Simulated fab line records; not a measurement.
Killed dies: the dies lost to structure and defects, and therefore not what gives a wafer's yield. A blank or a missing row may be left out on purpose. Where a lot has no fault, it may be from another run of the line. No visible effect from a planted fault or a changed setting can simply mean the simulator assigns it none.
fab line records | flow n5Finfet
record: lots: 6 wafers: 18 lastDay: 19
route steps=1938 shown BEOL_M0@736 BEOL_M4@1111
lots that met no fault: taken from a fault-free run of the same line
startH: hours from the record's opening day to when the first of the lot's shown wafers began | waitH: hours since the lot's step before | " identical to the entry in the row above | L1.1+2: several wafers, shown together as one row | - value missing, or start not given | * or withheld: withheld | < > ~ a bound
route shown NAME@n: a module of which the file shows steps, and the number in the route of the first | usual: mean and standard deviation over wafers with no fault | same: alike in all rows | chamber/n: place in a boat | sites: the reading at each site | _std_site: standard deviation across them | _edge_site: the outer-site mean with the inner-site mean subtracted | radiusMm: for every site, how far away it sits from the centre of the wafer | mask NAME#n: copy n | behind: tool/chamber where the wafer was last shaped | hold: why the lot went on hold/how many hours it stayed there/how the hold came to an end | device: whichever transistor did not switch (one of n, p or np) | end of line: tests run on the same wafers once the route is complete | step lacking rows: just its recipe | killed: dies lost to structure and defects at the first sort, not the wafer's yield | map: a wafer's dies, x killed, . not, _ none there
set.NAME: the setting as run; set.NAME@STEP: as run at that earlier step | model.NAME: the simulator's own value behind a step, which no gauge read
certain route steps with their lots: each step a table, each wafer a row
services: a tool's chamber out of use, with start hour (startH, from the record's first day; less than 0 if before it), hours out, and reason
== steps ==
step: N5_BEOL_M0_SPUTTER_132
recipe: material: Cu targetThkA: 40 tempC: -20 chamberPressurePa: 0.07 powerW: withheld timeS: 7.37
step: N5_BEOL_M0_ANNEAL_133
recipe: tempC: 400 timeS: 60 ambient: vacuum
step: N5_BEOL_M0_SPUTTER_134
recipe: material: Cu targetThkA: 40 tempC: -20 chamberPressurePa: 0.07 powerW: withheld timeS: 7.37
step: N5_BEOL_M0_ANNEAL_135
recipe: tempC: 400 timeS: 60 ambient: vacuum
usual: heaterPowerW: 848/97 susceptorTempC: 400.02/0.24
columns lot.wafer tool chamber startH waitH heaterPowerW susceptorTempC
L444.2 pvdSputter-02 - 215.40 0.0 943 399.73
L444.5 " - " " 795 399.63
L444.6 " - " " 898 400.09
L445.2 pvdSputter-01 - 215.71 0.0 863 400.04
L445.3 " - " " 1034 399.98
L445.5 " - " " 881 400.41
L451.1 pvdSputter-01 - 268.54 0.0 852 400.20
L451.3 " - " " 872 400.15
L451.6 " - " " 897 399.69
L454.3 pvdSputter-03 - 272.71 0.0 711 400.19
L454.4 " - " " 704 399.83
L454.6 " - " " 724 399.96
L458.4 pvdSputter-02 - 304.77 0.0 950 400.38
L458.5 " - " " 941 400.72
L458.6 " - " " 949 399.90
L457.3 pvdSputter-03 - 305.00 0.0 825 400.09
L457.5 " - " " 844 399.94
L457.6 " - " " 761 400.51
step: N5_BEOL_M0_SPUTTER_141
recipe: material: Cu targetThkA: 40 tempC: -20 chamberPressurePa: 0.07 powerW: withheld timeS: 7.37
usual: substrateTempC: -19.99/0.099 susceptorTempC: -19.98/0.12 throttleValvePct: 29.6/1.1
columns lot.wafer tool chamber startH waitH substrateTempC susceptorTempC throttleValvePct
L444.2 pvdSputter-02 - 215.44 0.0 -20.05 -19.80 30.3
L444.5 " - " " -20.08 -19.93 31.3
L444.6 " - " " -19.91 -19.84 28.8
L445.2 pvdSputter-01 - 215.75 0.0 -19.98 -19.81 29.0
L445.3 " - " " -20.00 -20.10 31.1
L445.5 " - " " -19.93 -19.89 28.2
L451.1 pvdSputter-01 - 268.58 0.0 -19.90 -20.02 28.4
L451.3 " - " " -20.05 -20.01 28.9
L451.6 " - " " -19.93 -20.00 29.7
L454.3 pvdSputter-03 - 272.75 0.0 -20.09 -19.99 29.1
L454.4 " - " " -19.89 -20.04 30.7
L454.6 " - " " -20.04 -19.95 29.1
L458.4 pvdSputter-02 - 304.81 0.0 -20.12 -20.03 29.7
L458.5 " - " " -19.92 -19.93 29.7
L458.6 " - " " -19.93 -20.10 30.4
L457.3 pvdSputter-03 - 305.04 0.0 -20.07 -20.00 29.2
L457.5 " - " " -20.13 -19.87 29.0
L457.6 " - " " -19.88 -20.17 27.9
step: N5_BEOL_M0_ECD_118
recipe: material: Cu targetThkA: 3000
step: N5_BEOL_M0_ANNEAL_119
recipe: tempC: 225 timeS: 90 ambient: N2
step: N5_BEOL_M0_CMP_120
recipe: stopOn: SiOC tOverpolishS: 6.9 downForcePsi: 1 platenRpm: 50 clearingPlatenDownForcePsi: 1.5 clearingPlatenRpm: 50 postCmpClean: cuAlkaline clearingPlatenPadVelocityMS: 0.99484 padVelocityMS: 0.99484
usual: barrierFieldEndpointS: 3.63/0.11 motorCurrentA: 6.0/0.34 overpolishRunS: 6.900/0.0092 retainingRingPressureFrac: 0.999/0.0047 slurryFilterDpKPa: 13.49/0.13 timeToEndpointS: 62.9/2.8
columns lot.wafer tool chamber startH waitH barrierFieldEndpointS motorCurrentA overpolishRunS retainingRingPressureFrac slurryFilterDpKPa timeToEndpointS
L444.2 cmp-04 3 215.94 0.2 3.66 6.0 6.902 0.994 13.43 65.7
L444.6 " 3 " " 3.69 6.3 6.898 0.996 13.49 64.1
L444.5 " 0 " " 3.71 5.9 6.889 0.986 13.74 68.6
L445.2 cmp-02 0 216.24 0.2 3.66 6.0 6.896 0.996 13.35 61.3
L445.3 " 2 " " 3.59 6.2 6.899 0.999 13.51 62.0
L445.5 " 0 " " 3.67 5.7 6.907 1.000 13.34 62.1
L451.3 cmp-02 3 269.15 0.2 3.63 5.3 6.899 1.006 13.34 64.3
L451.1 " 0 " " 3.63 5.8 6.889 0.997 13.31 62.3
L451.6 " 3 " " 3.76 5.8 6.885 1.002 13.35 62.3
L454.3 cmp-02 1 273.31 0.2 3.61 6.1 6.899 0.998 13.54 63.9
L454.4 " 2 " " 3.48 5.9 6.904 1.002 13.53 62.3
L454.6 " 3 " " 3.77 5.7 6.886 0.999 13.48 64.1
L458.4 cmp-04 0 306.91 0.2 3.74 6.0 6.898 0.996 13.48 60.6
L458.6 " 2 " " 3.66 5.9 6.885 0.996 13.38 64.4
L458.5 " 3 " " 3.68 6.2 6.904 0.995 13.65 62.1
L457.3 cmp-01 3 307.04 0.2 3.45 5.6 6.917 0.998 13.43 61.1
L457.6 " 3 " " 3.62 5.5 6.903 0.992 13.48 65.0
L457.5 " 0 " " 3.42 5.5 6.906 1.003 13.64 64.7
step: N5_BEOL_M0_PRE_CLEAN_131
recipe: gas: NH3/H2 timeS: 15 tempC: * rfPowerW: 300
usual: heaterPowerW: 85/18 susceptorTempC: *
columns lot.wafer tool chamber startH waitH heaterPowerW susceptorTempC
L444.2 cvdCo-02 1 216.27 0.0 119 *
L444.5 " 0 " " 79 *
L444.6 " 2 " " 62 *
L445.2 cvdCo-01 0 216.57 0.0 76 *
L445.3 " 2 " " 84 *
L445.5 " 1 " " 88 *
L451.1 cvdCo-02 1 269.48 0.0 115 *
L451.3 " 0 " " 79 *
L451.6 " 0 " " 78 *
L454.3 cvdCo-02 2 273.57 0.0 60 *
L454.4 " 1 " " 117 *
L454.6 " 0 " " 79 *
L458.4 cvdCo-02 0 307.19 0.1 80 *
L458.5 " 1 " " 121 *
L458.6 " 2 " " 60 *
L457.3 cvdCo-02 2 307.37 0.0 62 *
L457.5 " 1 " " 115 *
L457.6 " 0 " " 82 *
step: N5_BEOL_M0_CO_CAP_123
recipe: material: Co targetThkA: 20 tempC: 200 precursor: CCTBA/H2 pressureTorr: 30 timeS: 102.1
usual: heaterPowerW: 236/23 susceptorTempC: 200.02/0.17
columns lot.wafer tool chamber startH waitH heaterPowerW susceptorTempC
L444.2 cvdCo-02 1 216.31 0.0 282 200.05
L444.5 " 0 " " 227 200.07
L444.6 " 2 " " 208 199.73
L445.2 cvdCo-01 0 216.61 0.0 221 199.78
L445.3 " 2 " " 239 200.02
L445.5 " 1 " " 245 200.32
L451.1 cvdCo-02 1 269.52 0.0 283 200.03
L451.3 " 0 " " 227 200.03
L451.6 " 0 " " 233 200.10
L454.3 cvdCo-02 2 273.61 0.0 206 200.15
L454.4 " 1 " " 280 200.02
L454.6 " 0 " " 235 200.23
L458.4 cvdCo-02 0 307.24 0.0 231 199.92
L458.5 " 1 " " 282 200.10
L458.6 " 2 " " 210 199.97
L457.3 cvdCo-02 2 307.41 0.0 207 200.16
L457.5 " 1 " " 277 199.67
L457.6 " 0 " " 232 200.39
step: N5_BEOL_M0_PRE_CLEAN_124
recipe: gas: NH3 timeS: 15 tempC: withheld rfPowerW: 300
step: N5_BEOL_M0_DEP_125
recipe: material: SiCN targetThkA: 80 tempC: withheld precursor: 3MS/NH3 pressureTorr: 3 rfW: 202 timeS: 14
usual: showerheadPlenumPTorr: 3.657/0.015 throttleValvePct: 9.1/0.44
columns lot.wafer tool chamber startH waitH showerheadPlenumPTorr throttleValvePct model.SiCN_of_BEOL_M0_DEP_125.thkNm
L444.2 pecvd-03 1 216.44 0.0 3.646 9.3 9
L444.5 " 0 " " 3.676 9.4 9.2
L444.6 " 1 " " 3.656 9.5 8
L445.2 pecvd-03 0 216.74 0.0 3.683 9.3 9
L445.3 " 0 " " 3.670 9.2 8.2
L445.5 " 0 " " 3.679 9.3 9.4
L451.1 pecvd-03 2 269.64 0.0 3.650 8.0 7.6
L451.3 " 1 " " 3.638 9.4 7.8
L451.6 " 2 " " 3.650 8.5 8
L454.3 pecvd-03 2 273.73 0.0 3.645 7.9 8
L454.4 " 1 " " 3.650 9.5 8
L454.6 " 2 " " 3.641 8.3 8
L458.4 pecvd-03 2 307.34 0.0 3.651 8.1 7.8
L458.5 " 0 " " 3.667 9.3 8
L458.6 " 1 " " 3.637 9.5 7.8
L457.3 pecvd-01 0 307.53 0.0 3.663 9.6 7.8
L457.5 " 1 " " 3.642 9.0 8
L457.6 " 0 " " 3.659 9.7 8
step: N5_BEOL_M0_RS_MEAS_126
recipe: thkMeasGauge: four-point-probe reads: Co_of_BEOL_M0_CO_CAP_123+Cu_of_BEOL_M0_ECD_118+Co_of_BEOL_M0_CVD_115+TaN_of_BEOL_M0_ALD_136
usual: M0_RS: 0.528/0.016
columns lot.wafer tool chamber startH waitH M0_RS[ohm/sq]
L444.2 filmMetro-02 - 216.52 0.1 0.524
L444.5 " - " " 0.509
L444.6 " - " " 0.518
L445.2 filmMetro-02 - 216.83 0.1 0.529
L445.3 " - " " 0.536
L445.5 " - " " 0.560
L451.1 filmMetro-02 - 269.71 0.0 0.541
L451.3 " - " " 0.534
L451.6 " - " " 0.530
L454.3 filmMetro-02 - 273.80 0.1 0.536
L454.4 " - " " 0.499
L454.6 " - " " 0.518
L458.4 filmMetro-01 - 307.41 0.0 0.529
L458.5 " - " " 0.526
L458.6 " - " " 0.537
L457.3 filmMetro-01 - 307.60 0.1 0.500
L457.5 " - " " 0.515
L457.6 " - " " 0.504
step: N5_BEOL_M4_RC_MEAS_101
usual: DIBL_N: 36.5/1.2 DIBL_P: 36.5/1.6 IOFF_N: 0.162/0.023 IOFF_P: 0.221/0.03 ION_N: 678/8 ION_P: 466/6.3 SS_N: 71.6/0.46 SS_P: 73.3/0.57 VT_N: 249.2/2.6 VT_P: -249/3.3
columns lot.wafer tool chamber startH waitH DIBL_N[mV/V] DIBL_P[mV/V] IOFF_N[nA/um] IOFF_P[nA/um] ION_N[uA/um] ION_P[uA/um] SS_N[mV/dec] SS_P[mV/dec] VT_N[mV] VT_P[mV]
L444.2 prober-02 0 257.49 0.2 36.9 37.1 0.175 0.222 688 464 71.4 73.4 249.1 -249
L444.5 " 0 " " 36.6 37.1 0.172 0.214 688 464 71.4 73.7 248.2 -254
L444.6 " 0 " " 36.4 36.7 0.159 0.211 670 462 71.0 73.2 250.0 -252
L445.2 prober-02 0 265.45 0.2 35.8 33.9 0.134 0.179 674 459 70.8 72.8 249.3 -253
L445.3 " 0 " " 37.2 36.5 0.172 0.213 681 462 72.0 73.1 245.3 -249
L445.5 " 0 " " 37.3 36.1 0.162 0.206 673 461 71.6 72.7 249.4 -252
L451.1 prober-02 0 312.30 0.0 36.4 36.1 0.158 0.201 679 463 71.0 72.4 250.3 -251
L451.3 " 0 " " 36.2 35.2 0.147 0.186 672 454 71.3 73.0 252.0 -253
L451.6 " 0 " " 36.1 35.6 0.155 0.191 670 461 71.5 72.4 247.4 -252
L454.3 prober-01 0 324.04 0.3 37.6 41.0 0.226 0.292 692 478 72.8 73.8 243.8 -244
L454.4 " 0 " " 34.6 37.4 0.157 0.224 685 474 71.3 73.6 246.7 -248
L454.6 " 0 " " 34.3 36.7 0.150 0.209 679 464 72.0 72.6 247.5 -249
L458.4 prober-02 0 358.34 0.5 36.3 35.3 0.180 0.254 690 472 71.7 74.0 247.8 -244
L458.5 " 0 " " 33.5 32.8 0.139 0.205 685 474 71.1 72.4 250.6 -247
L458.6 " 0 " " 36.1 35.2 0.184 0.261 698 475 71.4 72.7 244.3 -243
L457.3 prober-02 0 361.84 0.3 35.3 34.2 0.128 0.175 664 456 70.1 72.8 250.6 -257
L457.5 " 0 " " 36.8 36.3 0.149 0.200 668 463 71.1 72.9 251.3 -252
L457.6 " 0 " " 36.7 36.7 0.161 0.210 683 465 71.8 73.6 251.0 -253
== services ==
columns tool chamber startH hours kind
cvdCo-01 - 195.89 6.0 pm
cvdCo-02 - 201.89 2.8 pm
pecvd-03 2 202.38 - clean
pecvd-03 2 202.38 - consumableReplace:showerhead
pecvd-03 2 202.38 29.0 scheduledDown
pecvd-03 2 202.38 29.0 ventCycle
pvdSputter-02 - 202.44 2.8 repair
cmp-02 - 204.15 0.5 repair
pvdSputter-03 - 211.08 3.7 repair
cmp-04 - 211.44 3.1 repair
cvdCo-02 2 223.43 4.4 repair
cmp-01 - 232.38 5.4 pm
cmp-01 - 243.19 4.5 pm
cmp-04 - 262.70 6.1 pm
cmp-01 - 265.06 4.0 pm
cvdCo-01 - 266.85 28.1 pm
cmp-01 - 269.06 - consumableReplace:conditioner
cmp-01 - 269.06 - consumableReplace:pad
cmp-01 - 274.58 4.7 repair
== key ==
firstSign none at tools or gauges
modelEffect: step: N5_BEOL_M0_DEP_125 value: SiCN_of_BEOL_M0_DEP_125.thkNm without: 7.95 struck: 9.15
metAt N5_BEOL_M0_DEP_125
struckWafers L444.2,L444.5,L445.2,L445.5
fault: kind: processParameterDrift tool: pecvd-03 chamber: - onsetH: 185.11 steps: N5_BEOL_M0_DEP_125 channel: timeS offset: * shape: step endH: 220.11 scope: struckWafersOnly actsIn: * stated: *
